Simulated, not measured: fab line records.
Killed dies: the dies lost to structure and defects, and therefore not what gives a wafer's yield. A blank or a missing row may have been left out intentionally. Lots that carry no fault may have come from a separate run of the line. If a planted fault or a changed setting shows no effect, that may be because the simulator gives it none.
Matching of chambers / flow n5_finfet / N5_BEOL_M11_ETCH_62 on rie_diel-03 has 4 sister chambers
The step etches SOC in N2/H2, target depth 110 nm, overetch 22 nm, time 165 s. 18 wafers are shown with their chamber, then 9 later ones without.

== WAFERS PAIRED WITH THEIR CHAMBERS ==
wafer=L080.1; chamber=0; showerhead_plenum_p_Torr (Torr)=2.47; throttle_valve_pct (%)=17.29; oes_product_au (a.u.)=0.72
wafer=L080.4; chamber=2; showerhead_plenum_p_Torr (Torr)=2.47; throttle_valve_pct (%)=17.63; oes_product_au (a.u.)=0.75
wafer=L080.5; chamber=2; showerhead_plenum_p_Torr (Torr)=2.47; throttle_valve_pct (%)=17.61; oes_product_au (a.u.)=0.73
wafer=L085.1; chamber=2; showerhead_plenum_p_Torr (Torr)=2.47; throttle_valve_pct (%)=17.66; oes_product_au (a.u.)=0.73
wafer=L085.2; chamber=0; showerhead_plenum_p_Torr (Torr)=2.47; throttle_valve_pct (%)=17.31; oes_product_au (a.u.)=0.71
wafer=L085.3; chamber=3; showerhead_plenum_p_Torr (Torr)=2.62; throttle_valve_pct (%)=17.76; oes_product_au (a.u.)=0.62
wafer=L085.4; chamber=1; showerhead_plenum_p_Torr (Torr)=2.63; throttle_valve_pct (%)=18.34; oes_product_au (a.u.)=0.61
wafer=L085.5; chamber=2; showerhead_plenum_p_Torr (Torr)=2.47; throttle_valve_pct (%)=17.63; oes_product_au (a.u.)=0.73
wafer=L085.6; chamber=3; showerhead_plenum_p_Torr (Torr)=2.62; throttle_valve_pct (%)=17.76; oes_product_au (a.u.)=0.62
wafer=L083.2; chamber=3; showerhead_plenum_p_Torr (Torr)=2.62; throttle_valve_pct (%)=17.74; oes_product_au (a.u.)=0.62
wafer=L083.5; chamber=0; showerhead_plenum_p_Torr (Torr)=2.47; throttle_valve_pct (%)=17.31; oes_product_au (a.u.)=0.72
wafer=L083.6; chamber=3; showerhead_plenum_p_Torr (Torr)=2.62; throttle_valve_pct (%)=17.75; oes_product_au (a.u.)=0.62
wafer=L087.2; chamber=0; showerhead_plenum_p_Torr (Torr)=2.47; throttle_valve_pct (%)=17.31; oes_product_au (a.u.)=0.71
wafer=L087.3; chamber=2; showerhead_plenum_p_Torr (Torr)=2.47; throttle_valve_pct (%)=17.64; oes_product_au (a.u.)=0.73
wafer=L087.6; chamber=2; showerhead_plenum_p_Torr (Torr)=2.47; throttle_valve_pct (%)=17.64; oes_product_au (a.u.)=0.72
wafer=L090.1; chamber=3; showerhead_plenum_p_Torr (Torr)=2.62; throttle_valve_pct (%)=17.78; oes_product_au (a.u.)=0.61
wafer=L090.2; chamber=2; showerhead_plenum_p_Torr (Torr)=2.46; throttle_valve_pct (%)=17.65; oes_product_au (a.u.)=0.72
wafer=L090.6; chamber=2; showerhead_plenum_p_Torr (Torr)=2.46; throttle_valve_pct (%)=17.65; oes_product_au (a.u.)=0.71

SIGNATURES (means of the wafers above)
reading=showerhead_plenum_p_Torr; chamber 0=2.4700; chamber 1=2.6300; chamber 2=2.4675; chamber 3=2.6200; scatter within a chamber=0.00327
reading=throttle_valve_pct; chamber 0=17.3050; chamber 1=18.3400; chamber 2=17.6387; chamber 3=17.7580; scatter within a chamber=0.0143
reading=oes_product_au; chamber 0=0.7150; chamber 1=0.6100; chamber 2=0.7275; chamber 3=0.6180; scatter within a chamber=0.00898
Rule: a wafer's distance from a chamber is the root of the sum, over the readings, of the square of ((its reading less the chamber's mean) divided by the reading's scatter). If the next closest chamber is less than 2 further off than the closest, the wafer can't be placed; otherwise it belongs to the closest. The scatter: take each reading less its chamber's mean, square it, sum over the shown wafers, divide by the number of wafers less the number of chambers, and take the root.

== WAFERS WITH NO CHAMBER GIVEN ==
wafer=L089.2; showerhead_plenum_p_Torr (Torr)=2.46; throttle_valve_pct (%)=17.66; oes_product_au (a.u.)=0.71
wafer=L089.3; showerhead_plenum_p_Torr (Torr)=2.46; throttle_valve_pct (%)=17.33; oes_product_au (a.u.)=0.70
wafer=L089.6; showerhead_plenum_p_Torr (Torr)=2.46; throttle_valve_pct (%)=17.67; oes_product_au (a.u.)=0.71
wafer=L092.3; showerhead_plenum_p_Torr (Torr)=2.46; throttle_valve_pct (%)=17.34; oes_product_au (a.u.)=0.70
wafer=L092.4; showerhead_plenum_p_Torr (Torr)=2.62; throttle_valve_pct (%)=18.36; oes_product_au (a.u.)=0.60
wafer=L092.6; showerhead_plenum_p_Torr (Torr)=2.46; throttle_valve_pct (%)=17.67; oes_product_au (a.u.)=0.71
wafer=L097.1; showerhead_plenum_p_Torr (Torr)=2.46; throttle_valve_pct (%)=17.35; oes_product_au (a.u.)=0.69
wafer=L097.2; showerhead_plenum_p_Torr (Torr)=2.62; throttle_valve_pct (%)=18.39; oes_product_au (a.u.)=0.60
wafer=L097.4; showerhead_plenum_p_Torr (Torr)=2.61; throttle_valve_pct (%)=17.79; oes_product_au (a.u.)=0.60

== WHICH CHAMBER EACH ONE RAN IN ==
wafer=L089.2; from the rows above=2; in truth=2
wafer=L089.3; from the rows above=0; in truth=0
wafer=L089.6; from the rows above=2; in truth=2
wafer=L092.3; from the rows above=0; in truth=0
wafer=L092.4; from the rows above=1; in truth=1
wafer=L092.6; from the rows above=2; in truth=2
wafer=L097.1; from the rows above=0; in truth=0
wafer=L097.2; from the rows above=1; in truth=1
wafer=L097.4; from the rows above=3; in truth=3
Correctly placed: 9 of 9. Left unplaced by these rows: 0. Placed wrongly: 0.
